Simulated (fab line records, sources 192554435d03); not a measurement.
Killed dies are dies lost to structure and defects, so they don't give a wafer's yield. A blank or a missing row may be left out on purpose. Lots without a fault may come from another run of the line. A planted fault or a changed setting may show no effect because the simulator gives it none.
Problem report in the 8D (eight disciplines) form, filled by code | flow n5_finfet | the parts of the form that need people (team, actions taken, sign-off) are left out

1. THE PROBLEM
killed_at_other at N5_PASSIVATION_PROBE_49 reads a mean of 95.0 on 6 wafers of 2 lots; wafers without a fault read 3.9 with a standard deviation of 3. That is +30 standard deviations from the usual mean.
First seen on wafer L352.3, day 17 08:13, on prober-01. The record holds 14 wafers of 5 lots with a number at this step. Rule for "out", or "out of limits": more than 4 standard deviations from the usual mean. The other wafers with a number count as sound.

2. WHAT IT IS AND WHAT IT IS NOT
question                    | is                     | is not
which readings at this step | killed_at_other        | killed_at_M0_to_M3, killed_at_M4_up, killed_at_front_end, killed_open, killed_short, sort_bin_4_leakage, sort_bin_8_speed
which lots                  | L352, L355             | L339, L341, L347
which wafers of those lots  | all that have a number | -
read on which tools         | prober-01, prober-02   | -
when                        | from day 17 08:13      | up to then (8 sound wafers)

3. SUSPECTS, AND WHAT RULES EACH OUT
Counting: a tool at a process step up to the reading stays a suspect if it ran every lot that is out and no sound lot after the first of them.
- wet_bench-01 at N5_PASSIVATION_CLEAN_69 (cleans in IPA, time 180 s): kept. It ran every lot that is out, first L352 (day 17 03:58), and no sound lot after that.
Left after counting: wet_bench-01 at N5_PASSIVATION_CLEAN_69.

4. THE CAUSE (what the simulator had put in)
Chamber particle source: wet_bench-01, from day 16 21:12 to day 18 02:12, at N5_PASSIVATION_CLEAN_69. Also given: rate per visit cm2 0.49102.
Counting left only this tool.

5. THE CHAIN OF EFFECTS, in route order
Each row: a reading whose mean over the struck wafers that have a number lies more than 3 standard deviations from the usual. Only readings for which the record gives a usual standard deviation are gone through. hours: the time from each lot's start at the first step in this table that gives one to its start at this step, as a median over the lots. sigmas: the change in usual standard deviations.
hours | step                    | reading              | usual  | on struck wafers | change | sigmas
0     | N5_PASSIVATION_PROBE_49 | defect_limited_yield | 91.5 % | 85.1             | -6.4   | -4.6
0     | N5_PASSIVATION_PROBE_49 | killed_at_other      | 3.9    | 95.0             | +91.1  | +30
0     | N5_PASSIVATION_PROBE_49 | killed_dies          | 100    | 176              | +76    | +4.5
0     | N5_PASSIVATION_PROBE_49 | sort_bin_5_function  | 5.0 %  | 9.7              | +4.7   | +4.9
0     | N5_PASSIVATION_PROBE_49 | sort_n_pass          | 1079   | 1004             | -75    | -4.4
0     | N5_PASSIVATION_PROBE_49 | sort_yield_pct       | 91.4 % | 85.1             | -6.3   | -4.2
The process steps in it:
- N5_PASSIVATION_PROBE_49

6. WHAT WOULD HAVE CAUGHT IT SOONER
In this record the first reading out of limits was taken at day 17 08:13, 11 hours after the fault began at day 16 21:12.
All the lots that are out (2) had begun N5_PASSIVATION_CLEAN_69 on wet_bench-01 by day 17 08:13. A hold on the tool at that time would have spared none of them.
